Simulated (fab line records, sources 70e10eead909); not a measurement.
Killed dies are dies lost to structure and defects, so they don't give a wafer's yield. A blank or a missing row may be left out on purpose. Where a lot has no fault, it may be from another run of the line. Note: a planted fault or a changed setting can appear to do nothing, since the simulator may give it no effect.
fab line records	flow nand-harc
[record] lots = 12	wafers = 36	last-day = 33
route steps=1302 shown A_STAIRCASE@749 END@1302
lots that met no fault: taken from a fault-free run of the same line
start-h: the number of hours between the record's first day and the start of the first shown wafer of the lot	wait-h: hours elapsed since this lot's preceding step	" same as the row above	L1.1+2: a row that stands for several wafers	- no value present, or no start provided	* or withheld: withheld	< > ~ a bound
route shown NAME@n: a module of which the file shows steps, and the number in the route of the first	usual: the fault-free wafers' mean and standard deviation	same: alike in all rows	chamber/n: place in a boat	sites: each site's reading	_std_site: how widely they spread, as a standard deviation	_edge_site: the outer-site mean with the inner-site mean subtracted	radius-mm: for every site, how far away it sits from the centre of the wafer	mask NAME#n: copy n	behind: tool/chamber where the wafer was last shaped	hold: reason for holding the lot/hours on hold/outcome of the hold	device: transistor that didn't switch, given as n, p or np	end of line: the route-end tests of the same wafers	a step without rows: its recipe alone	killed: dies lost to structure and defects at the first sort, not the wafer's yield	map: a wafer's dies, marking killed ones x, the rest . and places with no die _
set.NAME: the run value of the setting; set.NAME@STEP: its run value at that earlier step	model.NAME: the simulator's own value behind a step, which no gauge read
one table for each step of the route and one row for each wafer, over a sample of lots
services: a tool's chamber out of use, with start hour (start-h, from the record's first day; less than 0 if before it), hours out, and reason
[[steps]]
[step NHARC_A_STAIRCASE_TRIM_235]
[recipe] time-s = 211.2	o2-flow-sccm = 500	ar-flow-sccm = 0	bias-w = 0	chemistry = O2
[usual] drypump-motor-current-A = 5.7/0.33	o2-flow-sccm = 500.2/1.4	oes-product-au = 1.000/0.01	rf-vpp-V = 57.8/0.96	showerhead-plenum-p-Torr = 3.54/0.17	throttle-valve-pct = 17.037/0.0098
lot.wafer	tool	chamber	start-h	wait-h	drypump-motor-current-A	o2-flow-sccm	oes-product-au	rf-hours-counter-h	rf-vpp-V	showerhead-plenum-p-Torr	throttle-valve-pct
L580.2	rie-diel-10	2	-	-	5.1	500.1	0.997	44	57.7	3.54	17.028
L580.4	"	0	"	"	5.2	502.7	1.005	40	58.0	3.45	17.032
L580.5	"	2	"	"	5.1	500.5	0.991	-	57.3	3.54	17.019
L579.3	rie-diel-10	3	-	-	5.5	499.7	0.986	45	58.5	3.27	17.051
L579.1	"	2	"	"	5.1	498.1	0.982	44	57.9	3.54	17.050
L579.6	"	3	"	"	5.5	501.2	0.997	-	57.8	3.27	17.032
L581.1	rie-diel-08	1	-	-	5.9	501.6	1.005	2	58.7	3.64	17.021
L581.3	"	2	"	"	5.8	500.7	1.016	1	56.9	3.66	17.035
L581.5	"	0	"	"	5.9	500.7	0.996	-	58.5	3.68	17.031
L591.1	rie-diel-03	3	-	-	5.6	503.1	1.004	12	57.3	3.51	17.045
L591.4	"	1	"	"	6.3	499.3	1.001	3	56.7	3.31	17.033
L591.6	"	3	"	"	5.6	499.8	1.011	-	57.8	3.51	17.024
L592.2	rie-diel-08	2	-	-	5.8	500.2	1.028	42	57.3	3.63	17.030
L592.3	"	3	"	"	6.3	497.3	0.993	44	57.7	3.29	17.044
L592.5	"	1	"	"	5.9	500.9	0.982	-	57.4	3.62	17.042
L595.1	rie-diel-08	3	-	-	6.3	499.4	0.998	45	58.2	3.29	17.036
L595.5	"	0	"	"	5.9	499.2	0.992	-	56.8	3.65	17.027
L595.6	"	1	"	"	5.9	498.5	0.995	-	59.5	3.62	17.037
L593.3	rie-diel-08	0	-	-	5.9	499.4	0.999	50	58.4	3.65	17.045
L593.2	"	1	"	"	5.9	502.0	0.987	49	59.1	3.62	17.041
L593.5	"	2	"	"	5.8	501.6	1.029	-	56.9	3.63	17.032
L596.1	rie-diel-10	1	-	-	6.0	499.5	1.002	34	57.0	3.30	17.039
L596.5	"	0	"	"	5.2	501.3	1.006	-	58.4	3.42	17.023
L596.6	"	1	"	"	6.0	500.3	0.991	-	57.3	3.30	17.058
L597.2	rie-diel-03	0	-	-	5.5	500.5	0.994	33	59.2	3.69	17.026
L597.3	"	1	"	"	6.4	499.8	0.986	21	57.5	3.30	17.069
L597.1	"	3	"	"	5.6	498.8	1.002	36	57.5	3.50	17.022
L598.2	rie-diel-03	2	-	-	5.7	501.1	0.997	34	59.2	3.79	17.037
L598.4	"	1	"	"	6.3	501.1	0.996	26	57.7	3.29	17.030
L598.5	"	2	"	"	5.6	501.2	0.995	-	57.4	3.79	17.031
L599.3	rie-diel-03	0	-	-	5.5	499.9	0.995	40	56.7	3.68	17.045
L599.4	"	1	"	"	6.4	500.0	0.994	29	57.1	3.29	17.043
L599.6	"	2	"	"	5.7	499.8	0.999	-	59.4	3.79	17.047
L600.3	rie-diel-10	2	-	-	5.1	501.4	1.001	57	57.9	3.50	17.038
L600.1	"	1	"	"	6.0	497.9	0.998	53	56.3	3.29	17.044
L600.6	"	3	"	"	5.5	496.7	0.999	-	57.1	3.77	17.032
[step NHARC_A_STAIRCASE_ETCH_236]
[recipe] target-depth-a = 1000	time-s = 40.5	ion-energy-ev = 400	c4f8-flow-sccm = 20	o2-flow-sccm = 10	ar-flow-sccm = withheld	rf-w = 600	bias-w = 1000	chemistry = C4F8/O2
[usual] oes-product-au = 0.944/0.013	rf-vpp-V = 896/6.4
lot.wafer	tool	chamber	start-h	wait-h	oes-product-au	rf-hours-counter-h	rf-vpp-V
L580.2	rie-diel-10	3	-	-	0.941	44	887
L580.4	"	2	"	"	0.936	44	896
L580.5	"	3	"	"	0.949	-	886
L579.3	rie-diel-10	3	-	-	0.951	45	887
L579.1	"	0	"	"	0.933	41	894
L579.6	"	2	"	"	0.935	-	895
L581.3	rie-diel-08	2	-	-	0.964	1	899
L581.1	"	0	"	"	0.934	2	901
L581.5	"	2	"	"	0.962	-	899
L591.1	rie-diel-03	3	-	-	0.945	12	895
L591.4	"	1	"	"	0.943	3	889
L591.6	"	3	"	"	0.946	-	895
L592.2	rie-diel-08	0	-	-	0.953	45	901
L592.3	"	2	"	"	0.975	42	900
L592.5	"	3	"	"	0.957	-	887
L595.1	rie-diel-08	1	-	-	0.917	46	900
L595.6	"	2	"	"	0.961	-	899
L595.5	"	3	"	"	0.950	-	886
L593.3	rie-diel-08	3	-	-	0.941	48	887
L593.2	"	0	"	"	0.957	50	899
L593.5	"	2	"	"	0.974	-	901
L596.1	rie-diel-10	0	-	-	0.940	38	895
L596.5	"	1	"	"	0.933	-	888
L596.6	"	2	"	"	0.923	-	896
L597.3	rie-diel-03	1	-	-	0.927	21	888
L597.1	"	2	"	"	0.950	31	903
L597.2	"	3	"	"	0.936	36	894
L598.2	rie-diel-03	3	-	-	0.945	38	894
L598.4	"	0	"	"	0.957	37	900
L598.5	"	2	"	"	0.946	-	906
L599.3	rie-diel-03	2	-	-	0.939	39	906
L599.4	"	3	"	"	0.958	42	895
L599.6	"	1	"	"	0.950	-	886
L600.1	rie-diel-10	2	-	-	0.937	57	895
L600.3	"	0	"	"	0.946	58	893
L600.6	"	2	"	"	0.936	-	895
[step NHARC_A_STAIRCASE_HM_OPEN_457]
[recipe] o2-flow-sccm = 400	cos-flow-sccm = 20	ar-flow-sccm = 0	rf-w = 500	bias-w = 300	chemistry = O2/COS
[usual] drypump-motor-current-A = 5.7/0.34	o2-flow-sccm = 400.1/1.2	oes-product-au = 0.999/0.011	rf-vpp-V = 467/3.3	showerhead-plenum-p-Torr = 3.13/0.15	throttle-valve-pct = 28.329/0.0088
lot.wafer	tool	chamber	start-h	wait-h	drypump-motor-current-A	o2-flow-sccm	oes-product-au	rf-hours-counter-h	rf-vpp-V	showerhead-plenum-p-Torr	throttle-valve-pct
L580.4	rie-diel-10	3	393.49	-	5.5	400.4	0.994	51	462	2.89	28.316
L580.2	"	1	"	"	6.0	399.1	0.990	44	462	2.94	28.331
L580.5	"	3	"	"	5.5	400.7	1.001	-	463	2.89	28.326
L579.3	rie-diel-10	0	393.69	-	5.2	398.6	1.007	47	466	3.05	28.323
L579.1	"	1	"	"	6.0	400.8	0.992	44	462	2.94	28.324
L579.6	"	3	"	"	5.5	397.6	1.002	-	461	2.89	28.333
L581.1	rie-diel-08	0	396.81	-	5.9	400.1	0.992	7	472	3.25	28.328
L581.3	"	3	"	"	6.3	398.9	0.998	6	462	2.92	28.313
L581.5	"	0	"	"	5.9	397.9	0.994	-	469	3.25	28.322
L591.1	rie-diel-10	1	502.37	-	6.0	400.6	1.002	25	464	2.92	28.320
L591.4	"	3	"	"	5.5	398.8	0.850	30	473	3.36	28.318
L591.6	"	0	"	"	5.2	400.5	1.000	-	465	3.03	28.324
L592.3	rie-diel-10	0	522.36	-	5.2	399.9	1.006	33	465	3.03	28.313
L592.2	"	2	"	"	5.1	398.7	0.853	33	468	3.11	28.311
L592.5	"	0	"	"	5.2	401.0	1.010	-	467	3.03	28.335
L595.1	rie-diel-03	0	527.90	-	5.5	401.2	1.002	23	470	3.27	28.336
L595.5	"	1	"	"	6.3	400.4	0.986	-	463	2.92	28.327
L595.6	"	2	"	"	5.7	400.9	0.990	-	471	3.36	28.331
L593.2	rie-diel-08	3	537.87	-	6.3	400.1	1.010	50	464	2.90	28.333
L593.3	"	1	"	"	5.9	398.6	0.994	50	469	3.20	28.333
L593.5	"	3	"	"	6.3	399.6	1.005	-	461	2.90	28.321
L596.1	rie-diel-08	2	542.51	-	5.8	401.5	1.023	51	470	3.21	28.333
L596.6	"	2	"	"	5.8	399.9	1.031	-	469	3.21	28.327
L596.5	"	3	"	"	6.3	399.6	1.012	-	463	2.90	28.312
L597.3	rie-diel-08	1	561.30	-	5.9	400.8	1.001	0	468	3.20	28.331
L597.1	"	3	"	"	6.3	400.0	1.013	0	472	3.37	28.335
L597.2	"	0	"	"	5.9	398.4	1.009	0	469	3.23	28.322
L598.2	rie-diel-08	3	572.74	-	6.3	400.4	1.010	3	472	3.37	28.327
L598.4	"	0	"	"	5.9	399.9	1.006	3	469	3.23	28.336
L598.5	"	2	"	"	5.8	399.8	1.010	-	469	3.21	28.328
L600.1	rie-diel-08	2	587.42	-	5.8	399.1	1.015	6	470	3.21	28.328
L600.3	"	1	"	"	5.9	402.2	0.988	5	469	3.20	28.325
L600.6	"	3	"	"	6.3	398.5	1.013	-	474	3.37	28.315
L599.3	rie-diel-03	3	587.45	-	5.6	401.4	0.996	43	466	3.09	28.339
L599.6	"	1	"	"	6.3	399.6	0.998	-	463	2.91	28.329
L599.4	"	3	"	"	5.6	400.9	0.992	-	467	3.09	28.335
[step NHARC_A_STAIRCASE_DEP_280]
[recipe] target-thk-a = 300	target-thk-nm = 30	temp-c = 400	pressure-torr = 3.5	flow-sccm = 200	rf-w = 350	material = SiON
[usual] heater-power-w = 780/100
lot.wafer	tool	chamber	start-h	wait-h	heater-power-w
L580.2	pecvd-03	1	398.80	1.3	761
L580.4	"	2	"	"	683
L580.5	"	2	"	"	672
L579.3	pecvd-02	1	400.72	0.9	1027
L579.1	"	2	"	"	676
L579.6	"	1	"	"	1020
L581.1	pecvd-01	1	401.58	1.6	770
L581.3	"	0	"	"	764
L581.5	"	2	"	"	731
L591.1	pecvd-01	0	510.94	1.6	903
L591.4	"	0	"	"	892
L591.6	"	2	"	"	698
L592.2	pecvd-03	1	527.12	1.2	857
L592.3	"	2	"	"	666
L592.5	"	0	"	"	824
L595.1	pecvd-01	2	532.69	1.5	702
L595.6	"	0	"	"	889
L595.5	"	1	"	"	986
L593.3	pecvd-01	2	545.65	1.0	704
L593.2	"	0	"	"	854
L593.5	"	0	"	"	838
L596.1	pecvd-03	1	547.30	1.6	791
L596.6	"	0	"	"	796
L596.5	"	1	"	"	771
L597.3	pecvd-01	1	569.62	0.9	947
L597.1	"	2	"	"	639
L597.2	"	0	"	"	773
L598.2	pecvd-03	0	577.37	1.2	811
L598.5	"	0	"	"	822
L598.4	"	1	"	"	751
L600.3	pecvd-03	0	592.18	0.9	778
L600.1	"	2	"	"	646
L600.6	"	2	"	"	641
L599.3	pecvd-01	1	594.02	0.9	983
L599.4	"	1	"	"	1000
L599.6	"	0	"	"	892
[step NHARC_END_SORT_01]
[recipe] temp-c = 25
[usual] killed-at-array = 59/16	killed-at-other = 0.8/1.1	killed-at-periphery = 3.6/2.4	killed-dies = 64/16	killed-open = 3.4/1.8	killed-short = 2.5/1.6
[same] gross-dies = 677
lot.wafer	tool	chamber	start-h	wait-h	hold	killed-at-array	killed-at-other	killed-at-periphery	killed-dies	killed-open	killed-short
L579.1	prober-01	0	580.70	2.5	-	50	2	3	55	1	3
L579.3	prober-01	0	582.31	3.1	-	80	0	3	83	4	7
L579.6	prober-01	0	584.74	4.0	-	92	0	2	94	6	3
L580.2	prober-02	0	581.52	2.8	-	68	0	4	72	2	4
L580.4	prober-02	0	583.13	3.4	-	81	0	2	83	3	2
L580.5	prober-02	0	583.94	3.7	-	87	0	0	87	4	3
L581.1	prober-02	0	588.52	2.5	-	85	0	3	88	5	3
L581.3	prober-02	0	590.12	3.1	-	82	0	3	85	6	2
L581.5	prober-02	0	591.72	3.7	-	82	0	5	87	5	0
L591.1	prober-02	0	682.34	2.5	await-dispo/1.9h/release	38	0	5	43	2	3
L591.4	prober-02	0	684.71	3.4	await-dispo/1.9h/release	669	1	7	677	3	3
L591.6	prober-02	0	686.28	3.9	await-dispo/1.9h/release	54	0	7	61	5	4
L592.2	prober-01	0	709.41	2.8	await-dispo/3.7h/release	673	0	4	677	4	1
L592.3	prober-01	0	710.21	3.1	await-dispo/3.7h/release	38	0	7	45	3	0
L592.5	prober-01	0	711.83	3.7	await-dispo/3.7h/release	51	0	7	58	5	6
L595.1	prober-02	0	725.17	2.5	-	47	2	1	50	2	1
L595.5	prober-02	0	728.35	3.7	-	49	6	3	58	2	2
L595.6	prober-02	0	729.15	4.0	-	46	2	1	49	5	1
L596.1	prober-02	0	741.21	2.5	-	61	1	4	66	10	5
L596.5	prober-02	0	744.37	3.7	-	62	0	6	68	8	3
L596.6	prober-02	0	745.16	4.0	-	48	2	3	53	3	0
L593.2	prober-01	0	742.41	2.8	-	46	1	2	49	4	2
L593.3	prober-01	0	743.22	3.1	-	51	0	5	56	3	4
L593.5	prober-01	0	744.83	3.7	-	50	0	3	53	6	2
L597.1	prober-01	0	753.38	2.5	-	72	0	4	76	4	1
L597.2	prober-01	0	754.17	2.8	-	56	0	2	58	0	1
L597.3	prober-01	0	754.95	3.1	-	51	0	4	55	2	3
L598.2	prober-01	0	764.27	2.8	-	53	0	3	56	3	2
L598.4	prober-01	0	765.85	3.4	-	62	0	1	63	5	3
L598.5	prober-01	0	766.64	3.7	-	71	0	0	71	3	3
L600.1	prober-01	0	779.44	2.5	-	78	0	1	79	6	1
L600.3	prober-01	0	781.05	3.1	-	68	0	3	71	2	2
L600.6	prober-01	0	783.47	4.0	-	64	0	3	67	5	3
L599.3	prober-02	0	781.13	3.1	-	48	2	10	60	2	2
L599.4	prober-02	0	781.94	3.5	-	50	4	4	58	4	1
L599.6	prober-02	0	783.58	4.1	-	44	2	5	51	1	1
// killed by level:class
L579.1 A_CHANNEL_HOLE_D2:chamber-film-flake=24 A_CHANNEL_HOLE_D1:chamber-film-flake=18 P_GATE:chamber-film-flake=2 A_STAIRCASE:chamber-film-flake=2 THIN_TSV:chamber-film-flake=2 P_CONTACT:geometric-particle:open=1 A_ONON_D1:geometric-particle:short=1 A_ONON_D2:geometric-particle:short=1
L580.2 A_SLIT:chamber-film-flake=27 A_CHANNEL_HOLE_D1:chamber-film-flake=24 A_CHANNEL_HOLE_D2:chamber-film-flake=5 A_CONTACT:chamber-film-flake=4 P_GATE:chamber-film-flake=2 P_GATE:geometric-particle:open=1 P_M0:geometric-particle:short=1 A_CHANNEL_FILL_D1:geometric-particle:short=1
L579.3 A_CHANNEL_HOLE_D1:chamber-film-flake=34 A_CHANNEL_HOLE_D2:chamber-film-flake=30 A_STAIRCASE:chamber-film-flake=5 A_CHANNEL_FILL_D2:geometric-particle:short=2 P_CONTACT:geometric-particle:short=1 P_M1:geometric-particle:open=1 A_CHANNEL_HOLE_D1:geometric-particle:short=1 A_SGD_CUT:geometric-particle:open=1
L580.4 A_CHANNEL_HOLE_D1:chamber-film-flake=36 A_SLIT:chamber-film-flake=27 A_CHANNEL_HOLE_D2:chamber-film-flake=8 A_CONTACT:chamber-film-flake=3 A_CONTACT:geometric-particle:open=2 P_CONTACT:geometric-particle:short=1 A_CHANNEL_HOLE_D1:geometric-particle:short=1 A_DECK1_JOINT:geometric-particle:open=1
L580.5 A_CHANNEL_HOLE_D1:chamber-film-flake=36 A_SLIT:chamber-film-flake=23 A_CHANNEL_HOLE_D2:chamber-film-flake=9 A_STAIRCASE:chamber-film-flake=3 A_CONTACT:chamber-film-flake=3 A_ZERO_WELL:chamber-film-flake=2 A_WL_FILL:chamber-film-flake=2 A_ONON_D1:geometric-particle:open=1
L579.6 A_CHANNEL_HOLE_D2:chamber-film-flake=43 A_CHANNEL_HOLE_D1:chamber-film-flake=33 A_CHANNEL_FILL_D1:chamber-film-flake=3 A_CONTACT:chamber-film-flake=3 A_M1:geometric-particle:open=2 P_M0:geometric-particle:open=1 A_CHANNEL_FILL_D1:geometric-particle:short=1 A_DECK1_JOINT:geometric-particle:short=1
L581.1 A_SLIT:chamber-film-flake=31 A_CHANNEL_HOLE_D2:chamber-film-flake=27 A_STAIRCASE:chamber-film-flake=9 A_CHANNEL_HOLE_D1:chamber-film-flake=4 A_CHANNEL_FILL_D2:geometric-particle:open=2 A_WL_FILL:chamber-film-flake=2 A_CONTACT:chamber-film-flake=2 P_CONTACT:geometric-particle:open=1
L581.3 A_CHANNEL_HOLE_D2:chamber-film-flake=37 A_SLIT:chamber-film-flake=29 A_STAIRCASE:chamber-film-flake=8 P_CONTACT:geometric-particle:open=2 A_ONON_D1:geometric-particle:short=1 A_ONON_D1:geometric-particle:open=1 A_DECK1_JOINT:geometric-particle:open=1 A_WL_FILL:geometric-particle:short=1
L581.5 A_CHANNEL_HOLE_D2:chamber-film-flake=32 A_SLIT:chamber-film-flake=30 A_STAIRCASE:chamber-film-flake=8 P_STI:chamber-film-flake=3 A_CHANNEL_HOLE_D1:chamber-film-flake=3 A_M0:chamber-film-flake=3 A_CONTACT:chamber-film-flake=2 P_CONTACT:geometric-particle:open=1
L591.1 A_SLIT:chamber-film-flake=25 A_CHANNEL_HOLE_D1:chamber-film-flake=5 P_STI:chamber-film-flake=4 A_CONTACT:chamber-film-flake=3 P_M0:geometric-particle:open=1 A_ONON_D1:geometric-particle:short=1 A_DECK1_JOINT:geometric-particle:short=1 A_CHANNEL_FILL_D2:geometric-particle:short=1
L591.4 A_STAIRCASE:area-open=623 A_SLIT:chamber-film-flake=29 A_CHANNEL_HOLE_D1:chamber-film-flake=6 P_STI:chamber-film-flake=4 A_CONTACT:chamber-film-flake=3 P_M0:geometric-particle:open=2 A_CHANNEL_FILL_D1:chamber-film-flake=2 A_STAIRCASE:chamber-film-flake=2
L591.6 A_SLIT:chamber-film-flake=34 A_CHANNEL_HOLE_D1:chamber-film-flake=6 P_STI:chamber-film-flake=5 A_CONTACT:chamber-film-flake=4 A_CHANNEL_HOLE_D1:geometric-particle:short=2 P_M0:geometric-particle:open=1 P_BONDPAD:geometric-particle:short=1 A_CHANNEL_FILL_D1:geometric-particle:open=1
L592.2 A_STAIRCASE:area-open=633 A_CHANNEL_HOLE_D2:chamber-film-flake=21 A_CHANNEL_HOLE_D1:chamber-film-flake=5 P_CONTACT:chamber-film-flake=3 A_CHANNEL_FILL_D2:chamber-film-flake=3 A_SLIT:chamber-film-flake=3 A_ONON_D2:geometric-particle:short=1 A_CHANNEL_HOLE_D2:geometric-particle:open=1
L592.3 A_CHANNEL_HOLE_D2:chamber-film-flake=19 A_CHANNEL_HOLE_D1:chamber-film-flake=5 A_SLIT:chamber-film-flake=4 P_CONTACT:chamber-film-flake=4 A_CHANNEL_FILL_D2:chamber-film-flake=3 A_BLC:geometric-particle:open=2 P_STI:chamber-film-flake=2 A_WL_FILL:geometric-particle:open=1
L592.5 A_CHANNEL_HOLE_D2:chamber-film-flake=22 A_CHANNEL_HOLE_D1:chamber-film-flake=10 A_CHANNEL_HOLE_D2:geometric-particle:short=4 A_CHANNEL_FILL_D2:chamber-film-flake=4 P_CONTACT:chamber-film-flake=3 A_STAIRCASE:chamber-film-flake=3 A_CHANNEL_FILL_D2:geometric-particle:open=2 P_STI:chamber-film-flake=2
L595.1 A_CHANNEL_HOLE_D2:chamber-film-flake=24 A_CHANNEL_HOLE_D1:chamber-film-flake=12 A_SLIT:chamber-film-flake=5 A_CONTACT:chamber-film-flake=2 THIN_TSV:chamber-film-flake=2 A_CHANNEL_FILL_D1:geometric-particle:short=1 A_ONON_D2:geometric-particle:open=1 A_CHANNEL_FILL_D2:geometric-particle:open=1
L595.5 A_CHANNEL_HOLE_D2:chamber-film-flake=23 A_SLIT:chamber-film-flake=11 A_CHANNEL_HOLE_D1:chamber-film-flake=9 THIN_TSV:chamber-film-flake=6 P_GATE:chamber-film-flake=2 A_STAIRCASE:chamber-film-flake=2 P_M0:geometric-particle:open=1 A_DECK1_JOINT:geometric-particle:short=1
L595.6 A_CHANNEL_HOLE_D2:chamber-film-flake=26 A_SLIT:chamber-film-flake=6 A_CHANNEL_HOLE_D1:chamber-film-flake=3 A_ONON_D2:geometric-particle:open=2 THIN_TSV:chamber-film-flake=2 A_CHANNEL_HOLE_D1:geometric-particle:open=1 A_CHANNEL_FILL_D1:geometric-particle:open=1 A_CHANNEL_FILL_D2:geometric-particle:open=1
L596.1 A_CHANNEL_HOLE_D1:chamber-film-flake=36 A_CONTACT:chamber-film-flake=4 A_ONON_D1:geometric-particle:short=3 A_CHANNEL_FILL_D1:geometric-particle:open=3 A_ONON_D1:geometric-particle:open=2 A_SLIT:chamber-film-flake=2 A_STAIRCASE:chamber-film-flake=2 A_WL_FILL:chamber-film-flake=2
L593.2 A_CHANNEL_HOLE_D1:chamber-film-flake=29 A_CONTACT:chamber-film-flake=5 A_BLC:geometric-particle:open=2 A_SLIT:chamber-film-flake=2 A_CHANNEL_FILL_D1:chamber-film-flake=2 A_ONON_D2:geometric-particle:short=1 A_STAIRCASE:geometric-particle:open=1 A_WL_FILL:geometric-particle:short=1
L593.3 A_CHANNEL_HOLE_D1:chamber-film-flake=28 A_SLIT:chamber-film-flake=7 A_CONTACT:chamber-film-flake=5 P_STI:chamber-film-flake=3 A_CHANNEL_FILL_D2:chamber-film-flake=2 P_GATE:geometric-particle:open=1 A_DECK1_JOINT:geometric-particle:short=1 A_CHANNEL_FILL_D2:geometric-particle:short=1
L596.5 A_CHANNEL_HOLE_D1:chamber-film-flake=33 A_SLIT:chamber-film-flake=5 A_ZERO_WELL:chamber-film-flake=4 A_CONTACT:chamber-film-flake=4 A_WL_FILL:chamber-film-flake=3 A_BLC:geometric-particle:open=2 P_ZERO_WELL:chamber-film-flake=2 P_M2:chamber-film-flake=2
L593.5 A_CHANNEL_HOLE_D1:chamber-film-flake=31 A_CONTACT:chamber-film-flake=7 A_SLIT:chamber-film-flake=6 P_M1:geometric-particle:open=3 A_CHANNEL_FILL_D1:geometric-particle:short=1 A_DECK1_JOINT:geometric-particle:open=1 A_ONON_D2:geometric-particle:short=1 A_CONTACT:geometric-particle:open=1
L596.6 A_CHANNEL_HOLE_D1:chamber-film-flake=28 A_CONTACT:chamber-film-flake=5 A_SLIT:chamber-film-flake=5 A_WL_FILL:chamber-film-flake=3 A_CHANNEL_FILL_D1:geometric-particle:open=2 P_ZERO_WELL:chamber-film-flake=2 THIN_TSV:chamber-film-flake=2 A_STAIRCASE:chamber-film-flake=2
L597.1 A_SLIT:chamber-film-flake=36 A_CHANNEL_HOLE_D1:chamber-film-flake=17 A_STAIRCASE:chamber-film-flake=5 A_CHANNEL_HOLE_D2:chamber-film-flake=4 P_STI:chamber-film-flake=2 A_CONTACT:chamber-film-flake=2 A_M0:chamber-film-flake=2 P_M1:geometric-particle:short=1
L597.2 A_SLIT:chamber-film-flake=30 A_CHANNEL_HOLE_D1:chamber-film-flake=14 A_CONTACT:chamber-film-flake=6 P_GATE:chamber-film-flake=2 A_CHANNEL_HOLE_D2:chamber-film-flake=2 A_STAIRCASE:chamber-film-flake=2 A_CHANNEL_HOLE_D1:geometric-particle:short=1 A_CHANNEL_FILL_D2:chamber-film-flake=1
L597.3 A_SLIT:chamber-film-flake=36 A_CHANNEL_HOLE_D1:chamber-film-flake=8 A_CONTACT:chamber-film-flake=2 P_GATE:geometric-particle:open=1 P_CONTACT:geometric-particle:short=1 A_SOURCE_PLATE:geometric-particle:short=1 A_CHANNEL_FILL_D1:geometric-particle:short=1 A_DECK1_JOINT:geometric-particle:open=1
L598.2 A_CHANNEL_HOLE_D2:chamber-film-flake=24 A_CHANNEL_HOLE_D1:chamber-film-flake=14 A_CONTACT:chamber-film-flake=4 A_SLIT:chamber-film-flake=3 A_STAIRCASE:chamber-film-flake=3 P_STI:geometric-particle:short=1 P_M0:geometric-particle:open=1 A_DECK1_JOINT:geometric-particle:open=1
L598.4 A_CHANNEL_HOLE_D2:chamber-film-flake=27 A_CHANNEL_HOLE_D1:chamber-film-flake=18 A_STAIRCASE:chamber-film-flake=5 A_WL_FILL:geometric-particle:short=2 A_M0:geometric-particle:open=2 A_SLIT:chamber-film-flake=2 A_CONTACT:chamber-film-flake=2 P_M0:geometric-particle:open=1
L598.5 A_CHANNEL_HOLE_D2:chamber-film-flake=24 A_CHANNEL_HOLE_D1:chamber-film-flake=14 A_CONTACT:chamber-film-flake=10 A_STAIRCASE:chamber-film-flake=8 A_SLIT:chamber-film-flake=6 A_WL_FILL:chamber-film-flake=2 A_CHANNEL_FILL_D1:geometric-particle:short=1 A_DECK1_JOINT:geometric-particle:open=1
L600.1 A_CHANNEL_HOLE_D2:chamber-film-flake=28 A_CHANNEL_HOLE_D1:chamber-film-flake=14 A_CONTACT:chamber-film-flake=10 A_SLIT:chamber-film-flake=8 A_STAIRCASE:chamber-film-flake=5 A_M1:chamber-film-flake=4 A_CHANNEL_HOLE_D2:geometric-particle:open=2 P_M0:geometric-particle:open=1
L600.3 A_CHANNEL_HOLE_D2:chamber-film-flake=27 A_CHANNEL_HOLE_D1:chamber-film-flake=16 A_CONTACT:chamber-film-flake=10 A_SLIT:chamber-film-flake=7 A_STAIRCASE:chamber-film-flake=3 A_M1:chamber-film-flake=2 P_GATE:geometric-particle:open=1 P_CONTACT:geometric-particle:short=1
L599.3 A_SLIT:chamber-film-flake=32 P_GATE:chamber-film-flake=9 A_STAIRCASE:chamber-film-flake=4 A_CONTACT:chamber-film-flake=3 A_CHANNEL_HOLE_D1:unspecified=2 A_CHANNEL_HOLE_D2:chamber-film-flake=2 THIN_TSV:chamber-film-flake=2 A_CHANNEL_FILL_D1:geometric-particle:short=1
L599.4 A_SLIT:chamber-film-flake=34 THIN_TSV:chamber-film-flake=4 P_GATE:chamber-film-flake=3 A_STAIRCASE:chamber-film-flake=3 A_BLC:geometric-particle:open=2 A_ZERO_WELL:chamber-film-flake=2 A_CHANNEL_HOLE_D1:unspecified=2 A_CHANNEL_HOLE_D1:chamber-film-flake=2
L600.6 A_CHANNEL_HOLE_D2:chamber-film-flake=20 A_CHANNEL_HOLE_D1:chamber-film-flake=12 A_STAIRCASE:chamber-film-flake=9 A_SLIT:chamber-film-flake=8 A_CONTACT:chamber-film-flake=6 A_ONON_D1:geometric-particle:open=2 A_M1:chamber-film-flake=2 P_CONTACT:geometric-particle:open=1
L599.6 A_SLIT:chamber-film-flake=30 P_GATE:chamber-film-flake=5 A_CONTACT:chamber-film-flake=4 A_CHANNEL_HOLE_D1:unspecified=3 A_CHANNEL_HOLE_D1:chamber-film-flake=2 THIN_TSV:chamber-film-flake=2 A_CHANNEL_HOLE_D1:geometric-particle:short=1 A_M0:geometric-particle:open=1
[[services]]
tool	chamber	start-h	hours	kind
pecvd-03	-	366.61	13.0	pm
rie-diel-08	-	371.69	9.0	pm
rie-diel-08	0	371.69	9.0	vent-cycle
rie-diel-08	1	371.69	9.0	vent-cycle
rie-diel-08	2	371.69	9.0	vent-cycle
rie-diel-08	3	371.69	9.0	vent-cycle
rie-diel-08	0	380.69	-	clean
rie-diel-08	1	380.69	-	clean
rie-diel-08	2	380.69	-	clean
rie-diel-08	3	380.69	-	clean
rie-diel-03	1	381.98	11.9	repair
rie-diel-08	2	382.30	3.3	repair
pecvd-03	0	394.48	8.3	repair
rie-diel-08	0	407.36	-	clean
pecvd-02	-	408.24	13.0	pm
rie-diel-10	-	419.94	9.0	pm
rie-diel-03	-	442.14	0.5	repair
rie-diel-03	-	458.33	9.0	pm
pecvd-01	-	488.48	5.4	repair
pecvd-03	-	547.61	13.0	pm
rie-diel-08	-	549.09	9.0	pm
rie-diel-03	3	555.71	3.1	repair
rie-diel-03	2	586.42	7.1	repair
pecvd-02	-	589.24	13.0	pm
[[key]]
[first-sign] step = NHARC_A_STAIRCASE_HM_OPEN_457	reading = oes-product-au	direction = down	sigmas = 13	usual = 0.999	struck = 0.852
[effect] step = NHARC_END_SORT_01	reading = killed-dies	direction = up	sigmas = 39	usual = 64	struck = 677
[more-kills-born-at] NHARC_A_STAIRCASE_HM_OPEN_457@rie-diel-10 = 1256
met-at NHARC_A_STAIRCASE_HM_OPEN_457
struck-lots L591,L592
struck-wafers L591.4,L592.2
later-rows-left-out L591.4,L592.2
tester-left-out L591,L592
not-acting-at NHARC_A_STAIRCASE_TRIM_235,NHARC_A_STAIRCASE_ETCH_236,NHARC_A_STAIRCASE_DEP_280
onset-between 393.69 502.37
[fault] kind = process-parameter-drift	tool = rie-diel-10	chamber = -	onset-h = 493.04	steps = NHARC_A_STAIRCASE_HM_OPEN_457	channel = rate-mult	offset = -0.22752	shape = step	end-h = 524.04	scope = struck-wafers-only
// tester-left-out: of these lots the tester's yield and bins aren't shown, on N5 and GAA mostly nor the transistor test; their killed dies are dies lost to structure and defects alone, not to doping, threshold or leakage, so they don't give the yield
// later-rows-left-out: the simulator's readings of these wafers behind a module that went badly wrong aren't trusted and aren't shown, but for the sort
